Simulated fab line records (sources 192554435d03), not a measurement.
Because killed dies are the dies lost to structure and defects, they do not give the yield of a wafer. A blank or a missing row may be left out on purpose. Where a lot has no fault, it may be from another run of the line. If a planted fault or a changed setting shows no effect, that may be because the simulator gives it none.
fab line records | flow n5-finfet
record lots=9 wafers=24 last-day=18
route steps=1938 shown BEOL_M0_SAQP@637 BEOL_M0_CUTY@710 BEOL_M4@1111 PASSIVATION@1936
lots untouched by any fault: they come from a run of this same line in which no faults occurred
start-h: start of the lot's first displayed wafer, in hours after the record's first day | wait-h: hours from the lot's prior step to this one | " same as the row above | L1.1+2: a single row standing in for several wafers | - no value present, or no start provided | * or withheld: withheld | < > ~ a bound
route shown NAME@n: NAME is a module with steps in the file, n the number in the route of the first one | usual: mean/standard deviation taken from wafers without a fault | same: alike in all rows | chamber/n: place in a boat | sites: the reading at each site | _std_site: standard deviation of those values | _edge_site: the outer-site mean with the inner-site mean subtracted | radius-mm: how far each site lies from the wafer's centre | mask NAME#n: copy n | behind: the last tool/chamber to shape the wafer | hold: cause of the lot's hold/its duration in hours/its outcome | device: which transistor (n, p or np) failed to switch | end of line: tests run on the same wafers once the route is complete | where a step has no rows: the recipe by itself | killed: dies that structure and defects cost at the first sort, which is not the same as the wafer's yield | map: the dies of a wafer, with x for killed, . for not killed, _ for no die there
set.NAME: the setting the step ran with; set.NAME@STEP: the setting that earlier step ran with | model.NAME: the simulator's own value behind a step, which no gauge read
the route's steps for a sample of lots (tables are steps, rows are wafers)
services: the hour from which a tool's chamber was out of use, counted from the record's first day as start-h (under 0 if before that day), plus the number of hours and why
## steps
# step N5_BEOL_M0_SAQP_PECVD_97
# recipe material=SiNx target-thk-a=230 temp-c=350 precursor=SiH4/NH3/N2 pressure-torr=1.5 rf-w=300 time-s=19.9
# usual chamber-pressure-Torr=1.500/0.0037 heater-power-w=559/61 showerhead-plenum-p-Torr=5.14/0.076 throttle-valve-pct=39.2/2.1
# same time-s=19.9
# columns lot.wafer tool chamber start-h wait-h chamber-pressure-Torr heater-power-w showerhead-plenum-p-Torr throttle-valve-pct
L345.3 pecvd-02 2 114.04 0.0 1.494 630 5.20 37.2
L345.4 " 1 " " 1.502 544 5.18 40.4
L345.6 " 1 " " 1.498 547 5.17 40.5
L346.2 pecvd-03 1 119.90 0.0 1.498 543 5.00 39.5
L346.4 " 1 " " 1.503 541 5.00 39.4
L346.5 " 2 " " 1.503 517 5.20 36.0
L350.3 pecvd-02 0 194.23 0.0 1.498 692 5.14 40.4
L350.4 " 2 " " 1.501 685 5.21 37.7
L358.3 pecvd-02 0 195.32 0.0 1.492 561 5.12 40.4
L358.5 " 1 " " 1.498 637 5.19 40.4
L358.6 " 2 " " 1.501 626 5.22 37.7
L360.1 pecvd-04 1 206.67 0.0 1.501 573 5.22 43.9
L360.6 " 0 " " 1.502 467 5.16 37.0
L361.1 pecvd-03 1 213.85 0.0 1.499 594 5.01 39.6
L361.3 " 2 " " 1.507 504 5.20 36.4
L361.5 " 2 " " 1.503 507 5.19 36.6
L364.1 pecvd-04 0 226.96 0.0 1.500 516 5.15 37.2
L364.2 " 2 " " 1.499 466 5.18 39.2
L366.2 pecvd-04 2 240.28 0.0 1.502 472 5.20 39.1
L366.3 " 0 " " 1.503 490 5.15 37.2
L366.5 " 1 " " 1.501 546 5.22 44.1
L367.2 pecvd-03 2 244.32 0.0 1.497 520 5.18 36.2
L367.3 " 0 " " 1.501 534 5.01 40.2
L367.5 " 0 " " 1.502 544 5.02 40.0
# step N5_BEOL_M0_SAQP_SPACER2_ALD_26
# recipe material=SiO2 target-thk-a=150 temp-c=300 ald-precursor-family=BDEAS ald-co-reactant=O2-plasma pulse-time-s=1 purge-time-s=2 co-reactant-purge-time-s=2 pressure-torr=2
# usual chamber-pressure-Torr=2.000/0.0045 heater-power-w=473/37 precursor-pulse-height-rel=1.000/0.02
# columns lot.wafer tool chamber start-h wait-h chamber-pressure-Torr heater-power-w precursor-pulse-height-rel
L345.3 ald-sin-01 1 117.57 0.1 1.999 462 0.972
L345.4 " 2 " " 1.998 431 0.994
L345.6 " 3 " " 1.997 467 0.990
L346.2 ald-sin-02 3 123.47 0.1 2.004 450 1.012
L346.4 " 2 " " 1.999 486 0.986
L346.5 " 1 " " 2.005 479 1.021
L350.3 ald-sin-04 0 198.83 0.1 2.001 483 0.992
L350.4 " 2 " " 2.005 457 0.983
L358.3 ald-sin-01 1 203.65 3.2 1.998 470 1.036
L358.5 " 3 " " 2.002 472 0.975
L358.6 " 0 " " 2.001 528 1.022
L360.1 ald-sin-01 0 210.46 0.1 1.995 532 1.023
L360.6 " 2 " " 1.994 426 0.974
L361.1 ald-sin-02 0 217.59 0.1 2.004 409 0.982
L361.3 " 3 " " 2.005 457 0.960
L361.5 " 2 " " 1.997 484 0.974
L364.1 ald-sin-04 3 230.79 0.2 2.008 515 1.034
L364.2 " 0 " " 1.989 498 0.993
L366.2 ald-sin-02 1 244.01 0.1 1.999 466 0.988
L366.3 " 0 " " 2.002 413 1.021
L366.5 " 2 " " 1.998 479 0.998
L367.2 ald-sin-02 1 248.55 0.1 1.999 468 0.988
L367.3 " 0 " " 2.000 420 0.963
L367.5 " 2 " " 1.991 482 0.968
# step N5_BEOL_M0_SAQP_SPACER2_ETCHBACK_27
# recipe chemistry=CHF3/O2 mode=anisotropic-etchback target=SiO2 target-depth-a=225 time-s=11.25 pressure-mtorr=30 source-w=650 bias-w=170 Ar_flow_sccm=200 CHF3_flow_sccm=50 O2_flow_sccm=5 ion-energy-ev=200
# usual drypump-motor-current-A=5.7/0.44 oes-product-au=0.78/0.087 rf-vpp-V=524/13 showerhead-plenum-p-Torr=2.44/0.1 throttle-valve-pct=18.96/0.25
# same time-s=11.25
# columns lot.wafer tool chamber start-h wait-h drypump-motor-current-A oes-product-au rf-hours-counter-h rf-vpp-V showerhead-plenum-p-Torr throttle-valve-pct
L345.3 rie-diel-01 3 118.12 0.3 6.4 0.68 243 524 2.45 18.73
L345.4 " 3 " " 6.3 0.68 - 525 2.45 18.70
L345.6 " 0 " " 5.9 0.71 - 511 2.38 19.28
L346.2 rie-diel-06 2 124.02 0.3 6.2 0.72 192 521 2.46 18.56
L346.4 " 1 " " 5.2 0.85 - 539 2.53 19.02
L346.5 " 3 " " 5.1 0.68 - 501 2.39 19.10
L350.3 rie-diel-02 0 199.42 0.3 5.7 0.74 184 544 2.48 19.15
L350.4 " 0 " " 5.6 0.73 - 544 2.48 19.14
L358.3 rie-diel-06 1 204.20 0.3 5.2 0.82 74 540 2.52 19.06
L358.5 " 1 " " 5.2 0.82 - 536 2.52 19.07
L358.6 " 2 " " 6.2 0.69 - 520 2.45 18.61
L360.1 rie-diel-02 0 211.01 0.3 5.7 0.73 191 545 2.48 19.16
L360.6 " 3 " " 6.3 0.76 - 527 2.21 18.97
L361.1 rie-diel-02 0 218.14 0.3 5.7 0.73 194 544 2.48 19.15
L361.3 " 2 " " 5.7 0.88 48 519 2.55 18.92
L361.5 " 3 " " 6.3 0.75 - 529 2.21 18.98
L364.1 rie-diel-06 1 231.42 0.4 5.3 0.80 87 538 2.52 19.08
L364.2 " 3 " " 5.1 0.92 25 502 2.37 18.86
L366.2 rie-diel-01 2 244.61 0.3 5.5 0.70 233 517 2.49 19.18
L366.3 " 3 " " 6.4 0.86 27 524 2.43 18.31
L366.5 " 2 " " 5.4 0.71 - 517 2.49 19.20
L367.2 rie-diel-06 1 249.39 0.6 5.2 0.79 92 539 2.51 19.09
L367.3 " 0 " " 5.5 0.90 31 551 2.36 18.79
L367.5 " 2 " " 6.2 0.68 - 520 2.45 18.62
# step N5_BEOL_M0_SAQP_INSPECT_42
# recipe mode=adi inspect-instrument=brightfield
# usual raw-defect-count=279/77
# columns lot.wafer tool chamber start-h wait-h raw-defect-count
L345.3 defect-inspect-02 - 118.72 0.0 340
L345.4 " - " " 323
L345.6 " - " " 346
L346.2 defect-inspect-02 - 124.61 0.0 284
L346.4 " - " " 291
L346.5 " - " " 249
L350.3 defect-inspect-01 - 200.01 0.0 238
L350.4 " - " " 164
L358.3 defect-inspect-02 - 204.92 0.0 184
L358.5 " - " " 308
L358.6 " - " " 539
L360.1 defect-inspect-02 - 211.74 0.1 436
L360.6 " - " " 391
L361.1 defect-inspect-01 - 218.86 0.1 215
L361.3 " - " " 196
L361.5 " - " " 325
L364.1 defect-inspect-02 - 232.05 0.1 338
L364.2 " - " " 314
L366.2 defect-inspect-02 - 245.33 0.0 359
L366.3 " - " " 327
L366.5 " - " " 260
L367.2 defect-inspect-02 - 249.99 0.0 204
L367.3 " - " " 311
L367.5 " - " " 224
# step N5_BEOL_M0_SAQP_ALD_48
# recipe material=SiO2 target-thk-a=200 temp-c=100 ald-precursor-family=BDEAS ald-co-reactant=O2-plasma pulse-time-s=1 co-reactant-pulse-time-s=1 purge-time-s=2 co-reactant-purge-time-s=2 ald-cycles=139 pressure-torr=2
# usual chamber-pressure-Torr=2.000/0.0045 heater-power-w=77/6 precursor-pulse-height-rel=1.000/0.021
# columns lot.wafer tool chamber start-h wait-h chamber-pressure-Torr heater-power-w precursor-pulse-height-rel
L345.3 ald-sin-02 0 119.08 0.1 1.999 67 1.020
L345.4 " 1 " " 1.999 80 1.019
L345.6 " 3 " " 1.990 73 0.989
L346.2 ald-sin-02 3 125.41 0.4 1.999 75 1.017
L346.4 " 0 " " 2.003 67 0.961
L346.5 " 1 " " 1.994 79 0.999
L350.3 ald-sin-02 1 200.43 0.1 2.004 75 0.970
L350.4 " 0 " " 2.001 69 0.991
L358.3 ald-sin-01 3 205.71 0.3 2.007 81 1.012
L358.5 " 3 " " 1.999 77 1.016
L358.6 " 2 " " 2.002 72 0.959
L360.1 ald-sin-01 0 212.20 0.0 2.002 85 0.997
L360.6 " 3 " " 2.002 78 0.980
L361.1 ald-sin-04 3 219.22 0.1 1.996 86 0.936
L361.3 " 0 " " 2.004 82 0.993
L361.5 " 2 " " 1.989 76 1.030
L364.1 ald-sin-02 2 233.94 0.8 1.995 80 0.965
L364.2 " 3 " " 2.001 73 0.989
L366.2 ald-sin-04 3 246.19 0.4 1.994 86 1.013
L366.3 " 0 " " 2.005 82 1.014
L366.5 " 3 " " 1.999 87 1.014
L367.2 ald-sin-01 0 251.00 0.0 2.001 86 1.003
L367.3 " 3 " " 2.001 78 1.033
L367.5 " 1 " " 1.994 78 1.028
# step N5_BEOL_M0_CUTY_INSPECT_59
# recipe mode=adi inspect-instrument=macro
# usual raw-defect-count=2.2/1.7
# columns lot.wafer tool chamber start-h wait-h raw-defect-count
L345.3 defect-inspect-02 - 120.08 0.0 4
L345.4 " - " " 0
L345.6 " - " " 2
L346.2 defect-inspect-02 - 126.56 0.0 2
L346.4 " - " " 0
L346.5 " - " " 3
L350.3 defect-inspect-01 - 201.53 0.0 2
L350.4 " - " " 4
L358.3 defect-inspect-01 - 206.81 0.0 1
L358.5 " - " " 1
L358.6 " - " " 271
L360.1 defect-inspect-01 - 213.27 0.0 0
L360.6 " - " " 2
L361.1 defect-inspect-01 - 220.29 0.0 5
L361.3 " - " " 0
L361.5 " - " " 1
L364.1 defect-inspect-02 - 235.02 0.0 0
L364.2 " - " " 2
L366.2 defect-inspect-01 - 247.36 0.0 1
L366.3 " - " " 0
L366.5 " - " " 4
L367.2 defect-inspect-02 - 252.10 0.0 1
L367.3 " - " " 2
L367.5 " - " " 4
# step N5_BEOL_M4_RC_MEAS_101
# usual DIBL_N=36.2/2.4 DIBL_P=36.2/2.6 IOFF_N=0.16/0.045 IOFF_P=0.21/0.046 ION_N=674/17 ION_P=463/11 SS_N=71.5/0.77 SS_P=73.1/0.76 VT_N=250/3.9 VT_P=-250/3.9
# columns lot.wafer tool chamber start-h wait-h DIBL_N[mV/V] DIBL_P[mV/V] IOFF_N[nA/um] IOFF_P[nA/um] ION_N[uA/um] ION_P[uA/um] SS_N[mV/dec] SS_P[mV/dec] VT_N[mV] VT_P[mV]
L345.3 prober-02 0 162.94 0.3 32.4 31.4 0.10 0.13 667 456 69.5 71.9 254 -258
L345.4 " 0 " " 30.5 28.2 0.07 0.10 649 448 69.5 70.9 261 -261
L345.6 " 0 " " 37.0 37.0 0.18 0.20 678 463 71.2 73.7 249 -252
L346.2 prober-01 0 165.86 0.2 34.6 37.3 0.13 0.16 646 439 71.7 73.4 258 -258
L346.4 " 0 " " 32.8 36.1 0.12 0.15 677 470 71.7 72.2 253 -257
L346.5 " 0 " " 31.4 34.6 0.10 0.14 658 457 70.6 72.7 255 -258
L350.3 prober-02 0 238.88 0.3 36.6 37.4 0.16 0.21 689 469 71.8 73.1 249 -250
L350.4 " 0 " " 36.7 37.1 0.17 0.20 683 461 71.7 73.0 249 -253
L358.3 prober-01 0 254.58 0.3 39.9 39.5 0.23 0.33 676 469 73.1 74.4 246 -244
L358.5 " 0 " " 36.7 35.6 0.16 0.24 674 469 71.7 73.7 250 -247
L358.6 " 0 " " 36.6 35.2 0.16 0.24 696 476 71.7 73.8 250 -246
L360.1 prober-02 0 259.19 0.0 34.9 33.0 0.13 0.20 682 473 71.2 72.7 251 -248
L360.6 " 0 " " 38.4 36.2 0.19 0.26 638 453 72.1 73.6 248 -246
L361.1 prober-02 0 276.63 0.0 37.7 38.1 0.20 0.25 704 477 71.0 74.4 247 -249
L361.3 " 0 " " 38.0 37.1 0.19 0.23 680 468 71.1 73.9 249 -250
L361.5 " 0 " " 38.6 38.9 0.20 0.26 692 468 72.1 73.7 247 -247
L364.1 prober-02 0 294.34 0.0 37.1 36.7 0.18 0.21 680 467 72.7 73.1 248 -250
L364.2 " 0 " " 35.6 35.6 0.15 0.20 657 448 71.6 73.5 252 -252
L366.2 prober-02 0 309.45 0.2 35.4 35.4 0.14 0.22 663 456 70.9 73.0 250 -248
L366.3 " 0 " " 33.3 32.2 0.10 0.17 647 452 70.8 72.6 258 -251
L366.5 " 0 " " 34.5 34.5 0.13 0.21 674 474 71.5 72.9 255 -250
L367.2 prober-01 0 319.56 0.9 33.8 34.0 0.13 0.21 661 458 71.6 72.5 253 -248
L367.3 " 0 " " 38.3 38.9 0.21 0.28 687 475 71.9 73.3 247 -245
L367.5 " 0 " " 32.8 33.3 0.12 0.19 688 477 72.0 71.6 253 -250
# step N5_PASSIVATION_PROBE_49
# usual defect-limited-yield=91.2/1.4 killed_at_M0_to_M3=33/9.5 killed_at_M4_up=13/4.7 killed-at-contacts=11/5.3 killed-at-front-end=42/12 killed-at-other=5/3.3 killed-dies=104/17 killed-on-rim=14/4 killed-open=67/12 killed-short=33/7.7 sort_bin_5_function=5.1/0.94 sort_bin_6_memory=3.3/0.67 sort_bin_8_speed=0.1/1.3 sort-n-pass=1074/24 sort-yield-pct=91.1/2
# same gross-dies=1180 killed-at-back-side=0 sort_bin_4_leakage[%]=0
# columns lot.wafer tool chamber start-h wait-h defect-limited-yield[%] killed_at_M0_to_M3 killed_at_M4_up killed-at-contacts killed-at-front-end killed-at-other killed-dies killed-on-rim killed-open killed-short sort_bin_5_function[%] sort_bin_6_memory[%] sort_bin_8_speed[%] sort-n-pass sort-yield-pct[%]
L358.3 prober-01 - 376.74 0.1 88.8 55 21 11 45 0 132 16 85 47 6.9 3.9 0 1048 88.8
L358.5 prober-01 - 376.84 0.2 90.8 38 21 16 31 2 108 10 70 37 6.4 2.5 0 1072 90.8
L358.6 prober-01 - 376.89 0.3 84.0 138 19 8 22 2 189 17 60 24 9.5 4.6 0 991 84.0
L360.1 prober-02 - 391.80 0.0 90.9 30 7 10 58 2 107 12 60 39 4.6 3.1 0 1073 90.9
L360.6 prober-02 - 392.05 0.3 89.6 30 14 6 72 1 123 19 83 33 6.8 3.1 0.1 1056 89.5
L361.1 prober-01 - 391.96 0.0 89.8 48 18 9 41 4 120 21 72 48 5.5 4.3 0 1060 89.8
L361.3 prober-01 - 392.06 0.1 92.3 20 7 17 40 7 91 17 56 34 4.7 2.7 0 1089 92.3
L361.5 prober-01 - 392.16 0.2 90.3 32 14 13 47 8 114 18 75 35 5.7 3.2 0 1066 90.3
L366.2 prober-01 - 419.05 0.1 89.5 33 24 9 53 5 124 13 87 30 5.1 4.9 0 1056 89.5
L366.3 prober-01 - 419.10 0.1 90.8 45 9 13 40 2 109 13 73 36 5.8 3.3 0.1 1070 90.7
L366.5 prober-01 - 419.20 0.2 89.5 23 20 12 68 1 124 12 86 35 7.1 3.4 0 1056 89.5
L367.2 prober-02 - 432.34 0.1 90.2 35 13 9 50 9 116 18 79 33 6.5 3.2 0 1064 90.2
L367.3 prober-02 - 432.39 0.1 89.8 28 10 27 52 3 120 19 86 33 5.3 4.5 0 1060 89.8
L367.5 prober-02 - 432.49 0.2 91.8 32 8 9 37 11 97 8 61 36 5.8 2.3 0 1083 91.8
# killed by level:class
L358.3 BEOL_M0_SAQP:geometric-particle:short=15 BEOL_M0:geometric-particle:open=11 MOL_CONTACT_COAG:geometric-particle:open=11 BEOL_M4:geometric-particle:open=11 BEOL_M1:geometric-particle:open=10 ILD0:geometric-particle:short=9 STI_FIN_REVEAL:geometric-particle:open=8 BEOL_M2:geometric-particle:open=7
L358.5 MOL_CONTACT_COAG:geometric-particle:open=13 ILD0:geometric-particle:short=9 BEOL_M0_SAQP:geometric-particle:open=9 BEOL_M0_SAQP:geometric-particle:short=8 BEOL_M2:geometric-particle:open=7 BEOL_M4:geometric-particle:open=7 FIN_SAQP:geometric-particle:short=6 BEOL_M5:geometric-particle:open=6
L358.6 BEOL_M0_SAQP:unspecified=98 BEOL_M4:geometric-particle:open=10 BEOL_M0_SAQP:geometric-particle:short=9 BEOL_M0_SAQP:geometric-particle:open=9 MOL_CONTACT_COAG:geometric-particle:open=7 BEOL_M1:geometric-particle:open=7 BEOL_M2:geometric-particle:open=5 HKMG_FIN:area-etch=5
L360.1 STI_FIN_REVEAL:geometric-particle:open=14 STI_FIN_REVEAL:geometric-particle:short=10 MOL_CONTACT_COAG:geometric-particle:open=9 BEOL_M0_SAQP:geometric-particle:short=8 GATE_CUT:geometric-particle:short=8 BEOL_M2:geometric-particle:open=7 FIN_SAQP:geometric-particle:open=6 HKMG_FIN:area-etch=6
L361.1 FIN_SAQP:geometric-particle:open=12 BEOL_M0_SAQP:geometric-particle:short=12 BEOL_M4:geometric-particle:open=9 BEOL_M0_SAQP:geometric-particle:open=9 BEOL_M1:geometric-particle:open=9 MOL_CONTACT_COAG:geometric-particle:open=8 BEOL_M3:geometric-particle:open=8 FIN_SAQP:geometric-particle:short=7
L360.6 FIN_SAQP:geometric-particle:open=17 STI_FIN_REVEAL:geometric-particle:open=16 BEOL_M2:geometric-particle:open=10 FIN_SAQP:geometric-particle:short=9 BEOL_M0_SAQP:geometric-particle:open=7 MOL_CONTACT_COAG:geometric-particle:open=6 GATE_CUT:geometric-particle:open=5 BEOL_M0_SAQP:geometric-particle:short=5
L361.3 MOL_CONTACT_COAG:geometric-particle:open=14 FIN_SAQP:geometric-particle:open=9 STI_FIN_REVEAL:geometric-particle:open=6 BEOL_M0_SAQP:geometric-particle:short=6 DUMMY_GATE:geometric-particle:open=5 FIN_SAQP:geometric-particle:short=4 BEOL_M0_SAQP:geometric-particle:open=4 STARTING-WAFER:geometric-particle:short=4
L361.5 FIN_SAQP:geometric-particle:open=15 MOL_CONTACT_COAG:geometric-particle:open=12 FIN_SAQP:geometric-particle:short=9 STI_FIN_REVEAL:geometric-particle:open=9 BEOL_M3:geometric-particle:open=9 BEOL_M1:geometric-particle:open=6 GATE_CUT:geometric-particle:short=5 BEOL_M3:geometric-particle:short=4
L366.2 STI_FIN_REVEAL:geometric-particle:open=16 BEOL_M4:geometric-particle:open=13 FIN_SAQP:geometric-particle:open=11 BEOL_M3:geometric-particle:open=9 BEOL_M0_SAQP:geometric-particle:open=8 MOL_CONTACT_COAG:geometric-particle:open=6 FIN_SAQP:geometric-particle:short=5 DUMMY_GATE:geometric-particle:open=4
L366.3 MOL_CONTACT_COAG:geometric-particle:open=12 STI_FIN_REVEAL:geometric-particle:open=11 BEOL_M2:geometric-particle:open=10 BEOL_M0_SAQP:geometric-particle:short=10 BEOL_M0_SAQP:geometric-particle:open=9 FIN_SAQP:geometric-particle:short=6 FIN_SAQP:geometric-particle:open=5 BEOL_M1:geometric-particle:open=4
L366.5 STI_FIN_REVEAL:geometric-particle:open=19 FIN_SAQP:geometric-particle:open=16 BEOL_M4:geometric-particle:open=10 MOL_CONTACT_COAG:geometric-particle:open=9 GATE_CUT:geometric-particle:short=8 BEOL_M0_SAQP:geometric-particle:short=8 FIN_SAQP:geometric-particle:short=7 BEOL_M0_SAQP:geometric-particle:open=7
L367.2 STI_FIN_REVEAL:geometric-particle:open=17 FIN_SAQP:geometric-particle:open=11 MOL_CONTACT_COAG:geometric-particle:open=8 BEOL_M3:geometric-particle:open=8 BEOL_M3:geometric-particle:short=7 BEOL_M2:geometric-particle:open=6 GATE_CUT:geometric-particle:short=5 BEOL_M0_SAQP:geometric-particle:short=5
L367.3 MOL_CONTACT_COAG:geometric-particle:open=21 STI_FIN_REVEAL:geometric-particle:open=16 FIN_SAQP:geometric-particle:open=10 FIN_SAQP:geometric-particle:short=9 BEOL_M4:geometric-particle:open=7 BEOL_M3:geometric-particle:open=6 MOL_CONTACT_COAG:geometric-particle:short=6 GATE_CUT:geometric-particle:short=5
L367.5 BEOL_M3:geometric-particle:open=15 FIN_SAQP:geometric-particle:short=10 FIN_SAQP:geometric-particle:open=9 MOL_CONTACT_COAG:geometric-particle:open=8 GATE_CUT:geometric-particle:short=5 BEOL_M0_SAQP:geometric-particle:short=4 DUMMY_GATE:geometric-particle:open=3 BEOL_M0_SAQP:geometric-particle:open=3
## services
# columns tool chamber start-h hours kind
ald-sin-04 - 93.06 2.0 repair
pecvd-02 0 107.86 6.9 repair
rie-diel-01 1 109.26 19.6 repair
pecvd-04 - 120.19 2.8 pm
rie-diel-01 0 121.21 7.5 repair
pecvd-04 - 123.57 4.8 repair
rie-diel-01 3 148.32 7.9 repair
ald-sin-02 - 161.48 2.8 pm
pecvd-04 1 173.69 4.9 repair
ald-sin-02 - 176.75 14.0 pm
ald-sin-02 0 176.75 14.0 vent-cycle
ald-sin-02 1 176.75 14.0 vent-cycle
ald-sin-02 2 176.75 14.0 vent-cycle
ald-sin-02 3 176.75 14.0 vent-cycle
pecvd-04 - 177.58 2.6 repair
ald-sin-02 0 190.75 - clean
ald-sin-02 1 190.75 - clean
ald-sin-02 2 190.75 - clean
pecvd-02 2 196.13 23.6 repair
rie-diel-02 1 196.13 24.9 repair
rie-diel-01 2 218.89 6.3 repair
rie-diel-06 2 227.39 4.3 repair
rie-diel-06 1 244.69 4.1 repair
pecvd-02 2 250.05 17.9 repair
## key
first-sign step=N5_BEOL_M0_SAQP_INSPECT_42 reading=raw-defect-count direction=up sigmas=3.3 usual=279 struck=539
effect step=N5_BEOL_M0_CUTY_INSPECT_59 reading=raw-defect-count direction=up sigmas=99+ usual=2.2 struck=271
effect step=N5_PASSIVATION_PROBE_49 reading=killed_at_M0_to_M3 direction=up sigmas=11 usual=33 struck=138
more-kills-born-at N5_BEOL_M0_SAQP_PECVD_97@pecvd-02=98
met-at N5_BEOL_M0_SAQP_PECVD_97
struck-lots L358
struck-wafers L358.6
not-acting-at N5_BEOL_M0_SAQP_SPACER2_ALD_26,N5_BEOL_M0_SAQP_SPACER2_ETCHBACK_27,N5_BEOL_M0_SAQP_ALD_48
onset-between 194.23 195.32
fault kind=chamber-particle-source tool=pecvd-02 chamber=2 onset-h=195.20 steps=N5_BEOL_M0_SAQP_PECVD_97 rate-per-visit-cm2=0.47269 end-h=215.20
